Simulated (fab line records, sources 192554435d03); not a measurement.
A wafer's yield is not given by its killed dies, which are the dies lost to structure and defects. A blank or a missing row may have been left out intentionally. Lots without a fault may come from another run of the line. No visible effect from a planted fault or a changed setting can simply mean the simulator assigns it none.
The tool behind it: which one?    flow n5-finfet    72 wafers from 24 lots sampled at 6 of the route's 1938 steps

WHAT EACH GAUGE READ, for each wafer
The record holds no reading of a measuring or inspecting step that can be judged against a usual standard deviation.

WHAT TOOL EACH LOT RAN ON (gives the tool, then ch and the chambers of the sampled wafers, and finally the start)
lot   N5_BEOL_M5_ETCH_67                  N5_BEOL_M5_STRIP_36                 N5_BEOL_M5_STRIP_91                            N5_BEOL_M5_DEGAS_44           N5_BEOL_M5_SPUTTER_48         N5_BEOL_M5_ANNEAL_49
L075  rie-diel-03 ch 0,2,3, day 9 15:25   rie-diel-03 ch 0,2,3, day 9 15:36   rie-diel-03 ch 0,2,3, day 9 16:22 or earlier   pvd-sputter-02, day 9 16:22   pvd-sputter-03, day 9 17:11   pvd-sputter-03, day 9 17:16
L074  rie-diel-06 ch 1,2, day 9 15:34     rie-diel-06 ch 1,2, day 9 15:44     rie-diel-06 ch 1,2, day 9 17:19 or earlier     pvd-sputter-01, day 9 17:19   pvd-sputter-01, day 9 17:53   pvd-sputter-01, day 9 17:58
L078  rie-diel-03 ch 1,2, day 9 21:52     rie-diel-03 ch 1,2, day 9 22:03     rie-diel-03 ch 1,2, day 9 22:50 or earlier     pvd-sputter-01, day 9 22:50   pvd-sputter-02, day 10 00:12  pvd-sputter-02, day 10 00:17
L077  rie-diel-01 ch 1,2,3, day 10 03:23  rie-diel-01 ch 1,2,3, day 10 03:34  rie-diel-01 ch 1,2,3, day 10 04:57 or earlier  pvd-sputter-02, day 10 04:57  pvd-sputter-01, day 10 05:57  pvd-sputter-01, day 10 06:02
L076  rie-diel-06 ch 0,1,3, day 10 09:47  rie-diel-06 ch 0,1,3, day 10 09:58  rie-diel-06 ch 0,1,3, day 10 10:54 or earlier  pvd-sputter-01, day 10 10:54  pvd-sputter-02, day 10 11:39  pvd-sputter-02, day 10 11:44
L079  rie-diel-06 ch 0,2, day 10 12:08    rie-diel-06 ch 0,2, day 10 12:19    rie-diel-06 ch 0,2, day 10 13:01 or earlier    pvd-sputter-01, day 10 13:01  pvd-sputter-01, day 10 15:10  pvd-sputter-01, day 10 15:15
L080  rie-diel-06 ch 0,2,3, day 10 15:15  rie-diel-06 ch 0,2,3, day 10 15:26  rie-diel-06 ch 0,2,3, day 10 16:15 or earlier  pvd-sputter-02, day 10 16:15  pvd-sputter-02, day 10 17:08  pvd-sputter-02, day 10 17:13
L081  rie-diel-06 ch 0,1,3, day 11 01:58  rie-diel-06 ch 0,1,3, day 11 02:08  rie-diel-06 ch 0,1,3, day 11 03:26 or earlier  pvd-sputter-02, day 11 03:26  pvd-sputter-03, day 11 04:05  pvd-sputter-03, day 11 04:10
L082  rie-diel-01 ch 0,3, day 11 07:28    rie-diel-01 ch 0,3, day 11 07:38    rie-diel-01 ch 0,3, day 11 08:40 or earlier    pvd-sputter-03, day 11 08:40  pvd-sputter-03, day 11 09:23  pvd-sputter-03, day 11 09:28
L083  rie-diel-03 ch 0,1,2, day 11 16:28  rie-diel-03 ch 0,1,2, day 11 16:38  rie-diel-03 ch 0,1,2, day 11 17:46 or earlier  pvd-sputter-01, day 11 17:46  pvd-sputter-01, day 11 20:16  pvd-sputter-01, day 11 20:20
L085  rie-diel-01 ch 0,1, day 11 19:45    rie-diel-01 ch 0,1, day 11 19:55    rie-diel-01 ch 0,1, day 11 20:52 or earlier    pvd-sputter-02, day 11 20:52  pvd-sputter-02, day 11 21:39  pvd-sputter-02, day 11 21:44
L086  rie-diel-03 ch 2,3, day 11 23:11    rie-diel-03 ch 2,3, day 11 23:22    rie-diel-03 ch 2,3, day 12 00:41 or earlier    pvd-sputter-01, day 12 00:41  pvd-sputter-01, day 12 01:25  pvd-sputter-01, day 12 01:29
L084  rie-diel-06 ch 0,2, day 12 00:13    rie-diel-06 ch 0,2, day 12 00:23    rie-diel-06 ch 0,2, day 12 01:20 or earlier    pvd-sputter-01, day 12 01:20  pvd-sputter-03, day 12 02:11  pvd-sputter-03, day 12 02:16
L087  rie-diel-01 ch 0,1, day 12 14:25    rie-diel-01 ch 0,1, day 12 14:35    rie-diel-01 ch 0,1, day 12 15:37 or earlier    pvd-sputter-02, day 12 15:37  pvd-sputter-03, day 12 16:27  pvd-sputter-03, day 12 16:32
L088  rie-diel-06 ch 0,1,3, day 12 21:24  rie-diel-06 ch 0,1,3, day 12 21:34  rie-diel-06 ch 0,1,3, day 12 23:14 or earlier  pvd-sputter-02, day 12 23:14  pvd-sputter-03, day 13 00:01  pvd-sputter-03, day 13 00:05
L089  rie-diel-01 ch 1,2, day 13 04:01    rie-diel-01 ch 1,2, day 13 04:12    rie-diel-01 ch 1,2, day 13 05:18 or earlier    pvd-sputter-03, day 13 05:18  pvd-sputter-02, day 13 07:07  pvd-sputter-02, day 13 07:12
L090  rie-diel-01 ch 1,2,3, day 13 08:10  rie-diel-01 ch 1,2,3, day 13 08:20  rie-diel-01 ch 1,2,3, day 13 09:11 or earlier  pvd-sputter-03, day 13 09:11  pvd-sputter-01, day 13 11:20  pvd-sputter-01, day 13 11:25
L091  rie-diel-01 ch 0,1,2, day 13 10:56  rie-diel-01 ch 0,1,2, day 13 11:07  rie-diel-01 ch 0,1,2, day 13 12:07 or earlier  pvd-sputter-02, day 13 12:07  pvd-sputter-03, day 13 13:08  pvd-sputter-03, day 13 13:13
L093  rie-diel-01 ch 0,1,3, day 13 15:50  rie-diel-01 ch 0,1,3, day 13 16:01  rie-diel-01 ch 0,1,3, day 13 17:06 or earlier  pvd-sputter-02, day 13 17:06  pvd-sputter-02, day 13 17:54  pvd-sputter-02, day 13 17:59
L092  rie-diel-01 ch 0,2, day 13 17:56    rie-diel-01 ch 0,2, day 13 18:07    rie-diel-01 ch 0,2, day 13 18:53 or earlier    pvd-sputter-01, day 13 18:53  pvd-sputter-01, day 13 21:35  pvd-sputter-01, day 13 21:40
L094  rie-diel-06 ch 1,2, day 14 11:29    rie-diel-06 ch 1,2, day 14 11:40    rie-diel-06 ch 1,2, day 14 13:08 or earlier    pvd-sputter-01, day 14 13:08  pvd-sputter-01, day 14 13:45  pvd-sputter-01, day 14 13:50
L096  rie-diel-06 ch 1,2,3, day 14 12:24  rie-diel-06 ch 1,2,3, day 14 12:34  rie-diel-06 ch 1,2,3, day 14 13:20 or earlier  pvd-sputter-03, day 14 13:20  pvd-sputter-03, day 14 13:56  pvd-sputter-03, day 14 14:01
L095  rie-diel-01 ch 0,1, day 14 21:52    rie-diel-01 ch 0,1, day 14 22:02    rie-diel-01 ch 0,1, day 14 22:45 or earlier    pvd-sputter-03, day 14 22:45  pvd-sputter-03, day 14 23:20  pvd-sputter-03, day 14 23:25
L097  rie-diel-06 ch 2,3, day 14 22:18    rie-diel-06 ch 2,3, day 14 22:28    rie-diel-06 ch 2,3, day 14 23:11 or earlier    pvd-sputter-03, day 14 23:11  pvd-sputter-02, day 14 23:43  pvd-sputter-02, day 14 23:48
- N5_BEOL_M5_ETCH_67: etches SiARC in CF4, target depth 15.6 nm, time 26 s.
- N5_BEOL_M5_STRIP_36: strips in N2/H2.
- N5_BEOL_M5_STRIP_91: strips in N2/H2, time 10 s.
- N5_BEOL_M5_DEGAS_44: time 60 s.
- N5_BEOL_M5_SPUTTER_48: material Cu, target thk 15 nm, time 27.62 s.
- N5_BEOL_M5_ANNEAL_49: time 1800 s.

AS READ BY THE TOOLS THEMSELVES (means over the sampled wafers that have a number; for cases with no such wafer, the mark the record gives instead)
N5_BEOL_M5_ETCH_67.
lot   tool         chamber-pressure-mTorr (mTorr)  drypump-motor-current-A (A)  etch-rf-on-time-s (s)  oes-product-au (a.u.)  rf-vpp-V (V)  showerhead-plenum-p-Torr (Torr)  throttle-valve-pct (%)
L075  rie-diel-03  39.98                           5.1                          26.0                   0.71                   183.9         2.13                             15.52
L074  rie-diel-06  40.00                           5.7                          26.0                   0.68                   185.1         2.23                             15.67
L078  rie-diel-03  39.96                           5.0                          25.6                   0.69                   183.2         2.10                             15.70
L077  rie-diel-01  40.02                           6.0                          26.0                   0.67                   183.2         2.13                             15.59
L076  rie-diel-06  40.02                           5.9                          26.5                   0.72                   183.6         2.17                             15.45
L079  rie-diel-06  39.97                           6.4                          26.9                   0.71                   184.6         2.20                             15.28
L080  rie-diel-06  39.99                           6.2                          26.6                   0.67                   184.6         2.18                             15.46
L081  rie-diel-06  40.00                           5.9                          25.9                   0.72                   184.3         2.17                             15.46
L082  rie-diel-01  40.01                           6.1                          26.7                   0.63                   183.9         2.11                             15.66
L083  rie-diel-03  39.98                           5.2                          25.7                   0.70                   183.5         2.13                             15.59
L085  rie-diel-01  40.01                           5.9                          26.0                   0.60                   182.9         2.08                             15.87
L086  rie-diel-03  40.02                           5.0                          25.9                   0.65                   184.4         2.11                             15.55
L084  rie-diel-06  39.98                           6.1                          26.2                   0.66                   185.6         2.21                             15.51
L087  rie-diel-01  39.97                           5.9                          26.3                   0.59                   183.6         2.10                             15.87
L088  rie-diel-06  40.01                           5.9                          25.9                   0.71                   183.7         2.17                             15.49
L089  rie-diel-01  39.98                           5.8                          26.3                   0.62                   183.9         2.17                             15.78
L090  rie-diel-01  39.99                           6.0                          25.8                   0.65                   183.8         2.12                             15.64
L091  rie-diel-01  40.00                           5.9                          26.1                   0.61                   183.9         2.13                             15.84
L093  rie-diel-01  40.01                           6.0                          26.3                   0.62                   183.5         2.08                             15.71
L092  rie-diel-01  40.01                           5.9                          26.7                   0.62                   185.2         2.19                             15.80
L094  rie-diel-06  40.00                           5.5                          25.4                   0.69                   185.5         2.19                             15.76
L096  rie-diel-06  40.01                           5.7                          26.1                   0.65                   184.2         2.18                             15.71
L095  rie-diel-01  39.99                           5.9                          26.2                   0.59                   183.8         2.07                             15.92
L097  rie-diel-06  40.00                           6.0                          27.0                   0.60                   185.0         2.19                             15.71

N5_BEOL_M5_STRIP_36.
lot   tool         chamber-pressure-mTorr (mTorr)  drypump-motor-current-A (A)  oes-product-au (a.u.)  rf-vpp-V (V)  showerhead-plenum-p-Torr (Torr)  throttle-valve-pct (%)
L075  rie-diel-03  20.00                           5.1                          0.82                   58.5          2.54                             23.7
L074  rie-diel-06  20.01                           5.7                          0.81                   57.5          2.63                             23.7
L078  rie-diel-03  19.97                           5.0                          0.81                   59.1          2.50                             23.9
L077  rie-diel-01  19.98                           6.0                          0.77                   59.0          2.51                             23.5
L076  rie-diel-06  20.00                           6.0                          0.83                   59.6          2.57                             23.5
L079  rie-diel-06  19.99                           6.4                          0.84                   59.9          2.61                             23.3
L080  rie-diel-06  19.97                           6.2                          0.79                   58.2          2.59                             23.4
L081  rie-diel-06  20.01                           5.9                          0.83                   58.8          2.57                             23.5
L082  rie-diel-01  20.02                           6.1                          0.74                   59.4          2.51                             23.6
L083  rie-diel-03  19.99                           5.2                          0.82                   59.7          2.54                             23.8
L085  rie-diel-01  19.97                           5.9                          0.69                   60.0          2.45                             23.9
L086  rie-diel-03  19.98                           5.0                          0.77                   59.6          2.52                             23.9
L084  rie-diel-06  19.99                           6.2                          0.77                   58.2          2.62                             23.5
L087  rie-diel-01  19.99                           6.0                          0.69                   59.8          2.49                             23.8
L088  rie-diel-06  20.00                           5.9                          0.82                   58.9          2.57                             23.5
L089  rie-diel-01  19.99                           5.9                          0.73                   59.5          2.56                             23.6
L090  rie-diel-01  20.00                           6.0                          0.75                   59.2          2.50                             23.5
L091  rie-diel-01  20.02                           5.9                          0.71                   57.5          2.52                             23.7
L093  rie-diel-01  20.02                           6.1                          0.73                   59.2          2.46                             23.6
L092  rie-diel-01  20.03                           6.0                          0.72                   59.1          2.60                             23.6
L094  rie-diel-06  20.01                           5.5                          0.80                   60.0          2.59                             23.8
L096  rie-diel-06  20.00                           5.7                          0.76                   59.7          2.57                             23.7
L095  rie-diel-01  19.97                           5.9                          0.67                   60.1          2.44                             23.9
L097  rie-diel-06  20.01                           6.0                          0.72                   59.8          2.58                             23.6

N5_BEOL_M5_STRIP_91.
lot   tool         chamber-pressure-mTorr (mTorr)  drypump-motor-current-A (A)  oes-product-au (a.u.)  rf-vpp-V (V)  showerhead-plenum-p-Torr (Torr)  throttle-valve-pct (%)
L075  rie-diel-03  19.991                          5.1                          0.81                   59.2          2.54                             23.75
L074  rie-diel-06  20.003                          5.7                          0.80                   59.0          2.63                             23.68
L078  rie-diel-03  20.013                          5.0                          0.81                   59.6          2.50                             23.89
L077  rie-diel-01  20.015                          6.0                          0.78                   58.9          2.51                             23.45
L076  rie-diel-06  20.007                          5.9                          0.84                   59.6          2.57                             23.52
L079  rie-diel-06  20.007                          6.4                          0.85                   58.8          2.61                             23.31
L080  rie-diel-06  19.977                          6.2                          0.78                   59.0          2.59                             23.42
L081  rie-diel-06  20.007                          5.9                          0.84                   60.0          2.57                             23.53
L082  rie-diel-01  20.001                          6.2                          0.75                   58.7          2.51                             23.57
L083  rie-diel-03  20.023                          5.2                          0.82                   58.8          2.54                             23.74
L085  rie-diel-01  20.024                          5.9                          0.69                   58.7          2.45                             23.86
L086  rie-diel-03  20.003                          5.0                          0.77                   58.4          2.52                             23.85
L084  rie-diel-06  20.000                          6.2                          0.78                   59.6          2.62                             23.45
L087  rie-diel-01  20.002                          5.9                          0.69                   60.1          2.49                             23.85
L088  rie-diel-06  19.998                          5.9                          0.82                   58.9          2.57                             23.54
L089  rie-diel-01  19.985                          5.8                          0.73                   59.7          2.56                             23.59
L090  rie-diel-01  20.002                          6.0                          0.75                   59.0          2.50                             23.48
L091  rie-diel-01  19.992                          5.9                          0.70                   58.1          2.52                             23.73
L093  rie-diel-01  20.004                          6.1                          0.73                   58.4          2.46                             23.60
L092  rie-diel-01  19.991                          5.9                          0.72                   59.6          2.60                             23.57
L094  rie-diel-06  20.012                          5.5                          0.81                   59.3          2.59                             23.83
L096  rie-diel-06  20.003                          5.7                          0.76                   59.0          2.57                             23.70
L095  rie-diel-01  20.008                          5.9                          0.67                   59.1          2.44                             23.89
L097  rie-diel-06  19.989                          6.0                          0.71                   60.1          2.58                             23.60

N5_BEOL_M5_DEGAS_44.
lot   tool            heater-power-w (W)
L075  pvd-sputter-02  337
L074  pvd-sputter-01  321
L078  pvd-sputter-01  351
L077  pvd-sputter-02  350
L076  pvd-sputter-01  325
L079  pvd-sputter-01  331
L080  pvd-sputter-02  354
L081  pvd-sputter-02  350
L082  pvd-sputter-03  331
L083  pvd-sputter-01  337
L085  pvd-sputter-02  357
L086  pvd-sputter-01  333
L084  pvd-sputter-01  322
L087  pvd-sputter-02  339
L088  pvd-sputter-02  359
L089  pvd-sputter-03  334
L090  pvd-sputter-03  326
L091  pvd-sputter-02  342
L093  pvd-sputter-02  352
L092  pvd-sputter-01  344
L094  pvd-sputter-01  339
L096  pvd-sputter-03  327
L095  pvd-sputter-03  342
L097  pvd-sputter-03  357

N5_BEOL_M5_SPUTTER_48.
lot   tool            throttle-valve-pct (%)
L075  pvd-sputter-03  31.5
L074  pvd-sputter-01  29.5
L078  pvd-sputter-02  31.1
L077  pvd-sputter-01  29.4
L076  pvd-sputter-02  29.7
L079  pvd-sputter-01  29.6
L080  pvd-sputter-02  30.6
L081  pvd-sputter-03  30.4
L082  pvd-sputter-03  31.2
L083  pvd-sputter-01  29.7
L085  pvd-sputter-02  31.0
L086  pvd-sputter-01  30.3
L084  pvd-sputter-03  31.6
L087  pvd-sputter-03  30.3
L088  pvd-sputter-03  30.9
L089  pvd-sputter-02  30.7
L090  pvd-sputter-01  30.2
L091  pvd-sputter-03  31.0
L093  pvd-sputter-02  29.8
L092  pvd-sputter-01  28.7
L094  pvd-sputter-01  30.3
L096  pvd-sputter-03  31.1
L095  pvd-sputter-03  30.4
L097  pvd-sputter-02  30.5

N5_BEOL_M5_ANNEAL_49.
lot   tool            heater-power-w (W)
L075  pvd-sputter-03  770
L074  pvd-sputter-01  824
L078  pvd-sputter-02  895
L077  pvd-sputter-01  789
L076  pvd-sputter-02  812
L079  pvd-sputter-01  757
L080  pvd-sputter-02  839
L081  pvd-sputter-03  858
L082  pvd-sputter-03  836
L083  pvd-sputter-01  850
L085  pvd-sputter-02  858
L086  pvd-sputter-01  844
L084  pvd-sputter-03  786
L087  pvd-sputter-03  862
L088  pvd-sputter-03  811
L089  pvd-sputter-02  921
L090  pvd-sputter-01  791
L091  pvd-sputter-03  820
L093  pvd-sputter-02  871
L092  pvd-sputter-01  832
L094  pvd-sputter-01  741
L096  pvd-sputter-03  853
L095  pvd-sputter-03  865
L097  pvd-sputter-02  874

THE ANSWER, worked out from the rows above alone
Rule: the usual values come from the lots themselves. The widest of any qualifying gaps counts: lots, ordered by their means at a reading, are off when they make up no more than a third of the lots, leave a main group of 4 or more, and stand apart from it by 3 or more times the standard deviation of that group's means. If all means in a main group match to the digits the tables above print for the reading, that group is not used. Also off: a lot with no number at a reading for which 4 or more lots have one. Where the step has rows for the other lots, those lots are counted as sound. The gauges are gone through in route order, then the tools' own readings, and for those a lot's mean is taken as printed above. The first step at which some lot is off is used, and at that step the reading that is off furthest; a lot without a number counts as furthest.
No lot is off at any reading shown: from this, nothing can be told.

WHAT THE SIMULATOR HAD INSERTED
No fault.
